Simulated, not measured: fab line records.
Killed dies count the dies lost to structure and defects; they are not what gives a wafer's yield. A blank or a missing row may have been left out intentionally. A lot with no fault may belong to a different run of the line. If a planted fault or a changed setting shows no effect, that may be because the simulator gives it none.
fab line records	flow n5Finfet
record lots=9	wafers=27	lastDay=17
route steps=1938 shown BEOL_M10@1513 BEOL_M11@1578 PASSIVATION@1936
lots that met no fault: from a run of the same line without faults
startH: start of the lot's first displayed wafer, in hours after the record's first day	waitH: hours elapsed since this lot's preceding step	" the same as in the row above	L1.1+2: one row covering several wafers at once	- no value, or no start given	* or withheld: withheld	< > ~ a bound
route shown NAME@n: a module of which the file shows steps, and the number in the route of the first	usual: mean/standard deviation of fault-free wafers	same: alike in all rows	chamber/n: place in a boat	sites: each site's reading	_std_site: the standard deviation of these	_edge_site: inner sites' mean taken away from outer sites' mean	radiusMm: how far each site lies from the wafer's centre	mask NAME#n: copy n	behind: tool/chamber where the wafer was last shaped	hold: the reason the lot was held/the length of the hold in hours/how it ended	device: names the non-switching transistor (n, p or np)	end of line: tests of these same wafers at the route's end	where a step has no rows: the recipe by itself	killed: count of dies lost to structure and defects at first sort (not the wafer's yield)	map: a wafer's dies, marking killed ones x, the rest . and places with no die _
set.NAME: the setting as run; set.NAME@STEP: as run at that earlier step	model.NAME: the simulator's own value behind a step, which no gauge read
route steps across a sampled set of lots; one table per step, one row per wafer
services: a tool's chamber out of use, with start hour (startH, from the record's first day; less than 0 if before it), hours out, and reason
## steps
# step N5_BEOL_M10_ETCH_41
# recipe chemistry=CH3F/O2	target=SiCN	targetDepthA=426	taperDeg=2	timeS=86	ionEnergyEv=120	maskMaterial=TiN	pressureMtorr=30	sourceW=395	biasW=75	Ar_flow_sccm=150	CH3F_flow_sccm=30	O2_flow_sccm=20
# usual biasW=75.00/0.24	chamberPressureMTorr=30.002/0.028	drypumpMotorCurrentA=5.4/0.38	oesProductAu=0.74/0.076	rfFwdPowerW=392.5/1.5	rfVppV=296.8/1.7	showerheadPlenumPTorr=1.97/0.078	throttleValvePct=16.36/0.19
lot.wafer	tool	chamber	startH	waitH	biasW	chamberPressureMTorr	drypumpMotorCurrentA	oesProductAu	rfFwdPowerW	rfHoursCounterH	rfVppV	showerheadPlenumPTorr	throttleValvePct
L943.3	rieDiel-04	3	-	-	75.19	30.012	5.6	0.70	393.0	209	295.5	1.89	16.35
L943.4	"	2	"	"	74.63	30.040	4.8	0.87	390.7	57	296.2	1.95	16.17
L943.6	"	0	"	"	74.99	29.990	5.8	0.69	393.2	-	295.4	1.90	16.53
L946.2	rieDiel-04	1	-	-	75.04	29.985	5.3	0.69	392.9	233	299.5	2.07	16.62
L946.4	"	3	"	"	74.95	30.019	5.6	0.69	394.3	212	295.0	1.89	16.33
L946.5	"	0	"	"	75.08	29.992	5.9	0.68	391.0	-	296.8	1.90	16.52
L949.1	rieDiel-02	0	-	-	74.98	29.945	5.7	0.69	393.8	226	294.5	1.90	16.48
L949.2	"	2	"	"	75.20	30.010	5.9	0.69	390.4	225	298.2	2.06	16.57
L949.5	"	0	"	"	74.95	30.020	5.7	0.69	393.8	-	294.8	1.90	16.47
L953.2	rieDiel-04	0	-	-	75.02	30.062	5.9	0.67	391.8	228	295.2	1.89	16.55
L953.4	"	2	"	"	75.25	29.939	4.8	0.83	392.7	75	295.8	1.94	16.24
L953.6	"	2	"	"	75.05	30.023	4.8	0.83	391.3	-	295.6	1.94	16.23
L956.2	rieDiel-04	0	-	-	74.75	29.983	5.8	0.67	392.5	236	296.1	1.89	16.57
L956.5	"	3	"	"	74.48	30.006	5.6	0.66	392.5	-	296.1	1.88	16.39
L956.6	"	2	"	"	75.24	29.989	4.8	0.82	390.3	-	295.8	1.94	16.24
L958.2	rieDiel-04	0	-	-	75.28	30.015	5.9	0.66	392.3	237	295.0	1.89	16.55
L958.3	"	3	"	"	75.40	30.015	5.6	0.67	392.4	237	294.5	1.88	16.40
L958.4	"	2	"	"	74.90	29.974	4.8	0.82	390.9	-	296.7	1.94	16.24
L959.1	rieDiel-02	0	-	-	75.46	29.985	5.6	0.68	392.0	249	296.6	1.90	16.51
L959.3	"	2	"	"	74.92	29.989	5.9	0.68	393.4	250	300.6	2.05	16.61
L959.4	"	2	"	"	75.08	30.062	5.9	0.68	393.2	-	298.8	2.05	16.62
L964.1	rieDiel-02	0	-	-	75.30	29.967	5.6	0.66	389.6	262	294.6	1.89	16.53
L964.2	"	1	"	"	74.72	30.047	5.0	0.78	392.5	97	297.1	2.03	16.16
L964.4	"	3	"	"	74.94	30.007	5.4	0.81	394.4	-	298.0	2.02	16.27
L963.2	rieDiel-05	0	-	-	74.80	29.963	5.0	0.74	391.8	133	297.0	1.99	15.96
L963.4	"	3	"	"	75.36	29.944	5.7	0.79	391.3	-	299.7	2.11	16.25
L963.5	"	1	"	"	74.71	29.999	5.5	0.69	392.8	-	294.5	1.90	16.59
# step N5_BEOL_M10_STRIP_77
# recipe chemistry=N2/H2	timeS=10	powerW=450	tempC=40	pressureMtorr=20	rfFrequencyHz=6e+07	biasPowerW=7	n2FlowSccm=200	h2FlowSccm=200
# usual chamberPressureMTorr=20.003/0.016	drypumpMotorCurrentA=5.4/0.38	oesProductAu=0.75/0.079	rfVppV=59.0/0.82	showerheadPlenumPTorr=2.50/0.094	throttleValvePct=23.64/0.28
lot.wafer	tool	chamber	startH	waitH	chamberPressureMTorr	drypumpMotorCurrentA	oesProductAu	rfHoursCounterH	rfVppV	showerheadPlenumPTorr	throttleValvePct
L943.3	rieDiel-04	3	-	-	20.005	5.6	0.68	209	59.0	2.41	23.55
L943.4	"	2	"	"	20.011	4.8	0.85	57	58.6	2.46	23.31
L943.6	"	0	"	"	20.002	5.9	0.69	-	58.9	2.41	23.89
L946.2	rieDiel-04	1	-	-	20.024	5.3	0.70	233	57.5	2.59	23.70
L946.4	"	3	"	"	19.994	5.6	0.68	212	59.8	2.41	23.56
L946.5	"	0	"	"	20.014	5.9	0.69	-	58.3	2.41	23.89
L949.1	rieDiel-02	0	-	-	20.012	5.7	0.69	226	60.1	2.42	24.13
L949.2	"	2	"	"	20.005	5.9	0.69	225	58.4	2.63	23.71
L949.5	"	0	"	"	20.009	5.7	0.68	-	57.4	2.42	24.12
L953.2	rieDiel-04	0	-	-	20.027	5.9	0.68	228	57.8	2.40	23.91
L953.4	"	2	"	"	19.995	4.8	0.84	75	59.6	2.45	23.33
L953.6	"	2	"	"	19.975	4.8	0.84	-	59.5	2.45	23.34
L956.2	rieDiel-04	0	-	-	19.993	5.9	0.67	236	59.1	2.40	23.93
L956.5	"	3	"	"	20.016	5.7	0.67	-	56.8	2.40	23.59
L956.6	"	2	"	"	19.984	4.8	0.81	-	58.6	2.45	23.34
L958.2	rieDiel-04	0	-	-	20.011	5.9	0.67	237	58.7	2.40	23.91
L958.3	"	3	"	"	19.985	5.6	0.67	237	58.1	2.40	23.59
L958.4	"	2	"	"	19.990	4.8	0.82	-	59.6	2.45	23.35
L959.1	rieDiel-02	0	-	-	20.007	5.7	0.67	249	58.1	2.41	24.17
L959.3	"	2	"	"	20.030	5.9	0.67	250	59.4	2.62	23.73
L959.4	"	2	"	"	20.033	5.9	0.68	-	58.4	2.62	23.75
L964.1	rieDiel-02	0	-	-	19.982	5.6	0.66	263	58.6	2.41	24.18
L964.2	"	1	"	"	19.989	5.0	0.79	97	58.9	2.56	23.35
L964.4	"	3	"	"	20.004	5.4	0.82	-	59.5	2.54	23.41
L963.2	rieDiel-05	0	-	-	19.973	5.0	0.75	133	60.1	2.55	23.23
L963.4	"	3	"	"	20.016	5.7	0.82	-	60.9	2.68	23.62
L963.5	"	1	"	"	19.996	5.5	0.70	-	58.8	2.40	23.94
# step N5_BEOL_M11_TRENCH_ETCH_37
# recipe chemistry=C4F6/O2	targetDepthA=1488.3	target=SiCOH_lowk	timeS=48	ionEnergyEv=250	pressureMtorr=30	sourceW=345	biasW=185	Ar_flow_sccm=300	C4F6_flow_sccm=10	O2_flow_sccm=10
# usual biasW=185.0/0.51	chamberPressureMTorr=29.997/0.029	drypumpMotorCurrentA=5.6/0.36	oes_o_777_au=0.79/0.072	oesProductAu=0.79/0.078	rfFwdPowerW=341.0/1.4	rfVppV=662/8.9	showerheadPlenumPTorr=2.87/0.11	throttleValvePct=20.75/0.29
lot.wafer	tool	chamber	startH	waitH	biasW	chamberPressureMTorr	drypumpMotorCurrentA	oes_o_777_au	oesProductAu	rfFwdPowerW	rfHoursCounterH	rfVppV	showerheadPlenumPTorr	throttleValvePct
L943.3	rieDiel-06	1	244.07	-	185.1	29.971	5.9	0.83	0.86	338.3	58	666	2.87	20.35
L943.4	"	2	"	"	184.1	29.985	5.2	0.69	0.70	341.5	229	657	2.83	21.35
L943.6	"	3	"	"	184.5	29.968	5.3	0.82	0.83	340.8	-	673	2.99	20.99
L946.2	rieDiel-06	0	248.27	-	185.4	29.987	5.8	0.87	0.87	340.4	58	648	2.74	20.78
L946.4	"	2	"	"	184.1	30.017	5.3	0.69	0.69	341.1	230	657	2.83	21.34
L946.5	"	1	"	"	184.6	30.000	5.9	0.83	0.86	340.8	-	667	2.87	20.36
L949.1	rieDiel-03	0	261.67	-	184.5	30.047	5.3	0.79	0.81	340.0	85	664	3.02	20.69
L949.2	"	2	"	"	184.9	30.012	5.2	0.73	0.72	341.7	188	656	2.70	20.41
L949.5	"	2	"	"	184.9	29.981	5.2	0.73	0.72	342.1	-	655	2.70	20.43
L953.2	rieDiel-06	1	288.76	-	184.7	29.949	5.9	0.81	0.83	338.0	73	663	2.86	20.39
L953.4	"	0	"	"	185.5	29.964	5.8	0.85	0.85	342.1	71	646	2.74	20.80
L953.6	"	1	"	"	184.2	30.038	5.9	0.81	0.83	339.1	-	665	2.86	20.37
L956.2	rieDiel-01	0	307.53	-	185.5	30.029	5.2	0.70	0.68	343.3	217	646	2.91	20.93
L956.5	"	1	"	"	184.3	30.024	5.8	0.72	0.70	341.8	-	665	2.83	20.89
L956.6	"	0	"	"	184.4	30.022	5.2	0.70	0.69	344.0	-	647	2.91	20.92
L958.2	rieDiel-03	3	312.30	-	183.8	29.932	5.9	0.91	0.91	341.3	19	666	2.91	21.04
L958.3	"	0	"	"	184.9	29.973	5.3	0.78	0.79	341.1	100	665	3.01	20.72
L958.4	"	2	"	"	185.0	30.043	5.2	0.71	0.71	340.3	203	656	2.69	20.43
L959.1	rieDiel-06	1	328.47	-	184.8	30.018	5.9	0.79	0.82	341.2	87	665	2.86	20.39
L959.3	"	0	"	"	184.1	30.005	5.8	0.82	0.84	340.1	85	648	2.73	20.82
L959.4	"	2	"	"	157.6	30.001	5.2	0.92	0.93	339.2	3	576	2.82	21.00
L964.1	rieDiel-03	1	354.48	-	183.9	30.015	6.0	0.75	0.74	341.4	135	662	2.95	20.47
L964.2	"	0	"	"	185.7	30.010	5.3	0.76	0.78	338.6	113	663	3.01	20.74
L964.4	"	2	"	"	185.2	30.016	5.2	0.71	0.71	341.5	215	656	2.69	20.47
L963.2	rieDiel-01	3	354.98	-	184.9	29.916	6.3	0.78	0.83	343.2	99	686	2.76	20.73
L963.4	"	0	"	"	185.1	29.998	5.2	0.69	0.67	343.7	231	646	2.90	20.94
L963.5	"	0	"	"	184.4	30.041	5.2	0.69	0.67	342.9	-	648	2.90	20.93
# step N5_BEOL_M11_SURFACE_TREAT_76
# recipe gas=Ar	timeS=*	ionEnergyEv=*	ionCurrentMaCm2=0.5	pressureMtorr=*	arFlowSccm=30
# usual throttleValvePct=*
lot.wafer	tool	chamber	startH	waitH	throttleValvePct
L943.3	pvdSputter-02	-	245.88	0.2	*
L943.4	"	-	"	"	*
L943.6	"	-	"	"	*
L946.2	pvdSputter-03	-	249.49	0.2	*
L946.4	"	-	"	"	*
L946.5	"	-	"	"	*
L949.1	pvdSputter-02	-	262.89	0.2	*
L949.2	"	-	"	"	*
L949.5	"	-	"	"	*
L953.2	pvdSputter-01	-	290.70	0.7	*
L953.4	"	-	"	"	*
L953.6	"	-	"	"	*
L956.2	pvdSputter-01	-	308.71	0.2	*
L956.5	"	-	"	"	*
L956.6	"	-	"	"	*
L958.2	pvdSputter-03	-	313.68	0.2	*
L958.3	"	-	"	"	*
L958.4	"	-	"	"	*
L959.1	pvdSputter-03	-	330.94	0.4	*
L959.3	"	-	"	"	*
L959.4	"	-	"	"	*
L964.1	pvdSputter-02	-	357.84	1.9	*
L964.2	"	-	"	"	*
L964.4	"	-	"	"	*
L963.2	pvdSputter-01	-	358.36	0.2	*
L963.4	"	-	"	"	*
L963.5	"	-	"	"	*
# step N5_PASSIVATION_PROBE_49
# usual defectLimitedYield=91.7/1.5	killed_at_M0_to_M3=32/9.6	killed_at_M4_up=13/5.3	killedAtContacts=12/6.8	killedAtFrontEnd=36/9.8	killedAtOther=4/3.1	killedDies=98/17	killedOnRim=13/4	killedOpen=65/13	killedShort=32/8.5	sort_bin_5_function=4.9/0.93	sort_bin_6_memory=3.2/0.67	sortNPass=1082/17	sortYieldPct=91.7/1.4
# same grossDies=1180	killedAtBackSide=0	sort_bin_4_leakage[%]=0	sort_bin_8_speed[%]=0
lot.wafer	tool	chamber	startH	waitH	defectLimitedYield[%]	killed_at_M0_to_M3	killed_at_M4_up	killedAtContacts	killedAtFrontEnd	killedAtOther	killedDies	killedOnRim	killedOpen	killedShort	sort_bin_5_function[%]	sort_bin_6_memory[%]	sortNPass	sortYieldPct[%]
L943.3	prober-02	-	288.37	0.1	92.3	50	7	9	21	4	91	14	54	36	4.4	3.1	1089	92.3
L943.4	prober-02	-	288.42	0.2	91.9	39	8	10	35	4	96	11	64	32	4.6	3.2	1084	91.9
L943.6	prober-02	-	288.52	0.3	92.7	37	12	4	27	6	86	15	50	35	3.8	3.2	1094	92.7
L953.2	prober-02	-	329.90	0.1	91.4	43	9	7	39	4	102	8	73	29	5.2	3.1	1078	91.4
L953.4	prober-02	-	330.00	0.2	90.8	38	23	15	32	1	109	10	90	19	5.3	3.8	1071	90.8
L953.6	prober-02	-	330.10	0.3	93.7	35	3	14	20	2	74	8	49	25	4.1	2.1	1106	93.7
L959.1	prober-01	-	374.44	0.0	93.9	22	9	3	34	4	72	5	49	20	3.8	2.2	1108	93.9
L959.3	prober-01	-	374.54	0.1	92.9	30	20	5	28	1	84	11	55	27	4.7	2.2	1096	92.9
L959.4	prober-01	-	374.59	0.2	93.4	18	10	15	33	2	78	12	49	26	3.7	2.6	1102	93.4
# killed by level:class
L943.3 BEOL_M0_SAQP:geometricParticle:open=12 BEOL_M0_SAQP:geometricParticle:short=10 BEOL_M2:geometricParticle:open=9 MOL_CONTACT_COAG:geometricParticle:open=6 BEOL_M3:geometricParticle:open=6 BEOL_M0:geometricParticle:short=5 FIN_SAQP:geometricParticle:short=4 DUMMY_GATE:geometricParticle:open=3
L943.4 DUMMY_GATE:geometricParticle:open=13 MOL_CONTACT_COAG:geometricParticle:open=8 FIN_SAQP:geometricParticle:short=7 BEOL_M2:geometricParticle:open=7 BEOL_M3:geometricParticle:open=7 BEOL_M1:geometricParticle:short=6 BEOL_M1:geometricParticle:open=6 BEOL_M0_SAQP:geometricParticle:open=5
L943.6 BEOL_M0_SAQP:geometricParticle:short=14 BEOL_M0_SAQP:geometricParticle:open=11 FIN_SAQP:geometricParticle:short=4 BEOL_M2:geometricParticle:open=4 BEOL_M4:geometricParticle:open=4 FIN_SAQP:geometricParticle:open=3 STI_FIN_REVEAL:geometricParticle:open=3 DUMMY_GATE:geometricParticle:open=3
L953.2 FIN_SAQP:geometricParticle:open=9 BEOL_M1:geometricParticle:open=8 STI_FIN_REVEAL:geometricParticle:open=8 BEOL_M0_SAQP:geometricParticle:open=8 MOL_CONTACT_COAG:geometricParticle:open=7 BEOL_M2:geometricParticle:open=7 BEOL_M3:geometricParticle:open=7 BEOL_M0_SAQP:geometricParticle:short=5
L953.4 STI_FIN_REVEAL:geometricParticle:open=17 BEOL_M4:geometricParticle:open=16 MOL_CONTACT_COAG:geometricParticle:open=14 BEOL_M3:geometricParticle:open=10 BEOL_M0_SAQP:geometricParticle:open=8 BEOL_M0_SAQP:geometricParticle:short=6 BEOL_M2:geometricParticle:open=4 BEOL_M1:geometricParticle:open=4
L953.6 MOL_CONTACT_COAG:geometricParticle:open=9 BEOL_M0_SAQP:geometricParticle:short=8 BEOL_M0_SAQP:geometricParticle:open=7 STI_FIN_REVEAL:geometricParticle:open=5 MOL_CONTACT_COAG:geometricParticle:short=5 BEOL_M2:geometricParticle:open=5 BEOL_M3:geometricParticle:open=5 BEOL_M1:geometricParticle:open=4
L959.1 FIN_SAQP:geometricParticle:open=6 BEOL_M3:geometricParticle:open=6 STI_FIN_REVEAL:geometricParticle:open=6 GATE_CUT:geometricParticle:short=5 BEOL_M1:geometricParticle:open=5 BEOL_M4:geometricParticle:open=5 BEOL_M3:geometricParticle:short=4 STARTING-WAFER:geometricParticle:open=4
L959.3 STI_FIN_REVEAL:geometricParticle:open=10 BEOL_M4:geometricParticle:open=9 BEOL_M0:geometricParticle:short=8 BEOL_M1:geometricParticle:open=6 BEOL_M5:geometricParticle:open=6 MOL_CONTACT_COAG:geometricParticle:open=5 FIN_SAQP:geometricParticle:short=5 BEOL_M0_SAQP:geometricParticle:open=4
L959.4 FIN_SAQP:geometricParticle:short=11 MOL_CONTACT_COAG:geometricParticle:open=11 STI_FIN_REVEAL:geometricParticle:open=7 BEOL_M1:geometricParticle:open=7 ILD0:geometricParticle:open=4 MOL_CONTACT_COAG:geometricParticle:short=4 BEOL_M0_SAQP:geometricParticle:short=3 BEOL_M3:geometricParticle:open=3
## services
tool	chamber	startH	hours	kind
rieDiel-05	0	213.96	11.5	repair
rieDiel-06	-	215.37	0.3	repair
rieDiel-03	3	218.34	1.6	repair
rieDiel-03	-	218.39	7.2	repair
rieDiel-05	-	227.23	15.6	pm
rieDiel-06	3	248.87	4.0	repair
rieDiel-05	1	253.43	2.5	repair
rieDiel-01	1	271.31	18.5	repair
rieDiel-02	-	273.16	0.6	repair
rieDiel-05	-	278.82	0.5	repair
rieDiel-05	2	282.21	3.3	repair
rieDiel-01	2	282.41	8.8	repair
rieDiel-04	1	289.29	-	clean
rieDiel-04	1	289.29	-	consumableReplace:focusRing
rieDiel-04	1	289.29	17.8	scheduledDown
rieDiel-04	1	289.29	17.8	ventCycle
rieDiel-02	3	310.74	16.3	repair
rieDiel-04	0	330.12	3.0	repair
rieDiel-05	2	333.81	16.7	repair
rieDiel-04	0	341.05	-	clean
rieDiel-04	0	341.05	-	consumableReplace:focusRing
rieDiel-04	0	341.05	-	consumableReplace:showerhead
rieDiel-01	-	346.57	2.8	pm
rieDiel-04	3	346.95	4.0	repair
## key
firstSign step=N5_BEOL_M11_TRENCH_ETCH_37	reading=biasW	direction=down	sigmas=53	usual=*	struck=*
effect step=N5_BEOL_M11_TRENCH_ETCH_37	reading=rfVppV	direction=down	sigmas=9.7	usual=662	struck=576
metAt N5_BEOL_M11_TRENCH_ETCH_37
struckLots L959
struckWafers L959.4
notActingAt N5_BEOL_M10_ETCH_41,N5_BEOL_M10_STRIP_77,N5_BEOL_M11_SURFACE_TREAT_76
onsetBetween 248.27 328.47
fault kind=processParameterDrift	tool=rieDiel-06	chamber=2	onsetH=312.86	steps=N5_BEOL_M11_TRENCH_ETCH_37	channel=biasW	offset=*	shape=step	endH=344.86	actsIn=*	stated=*
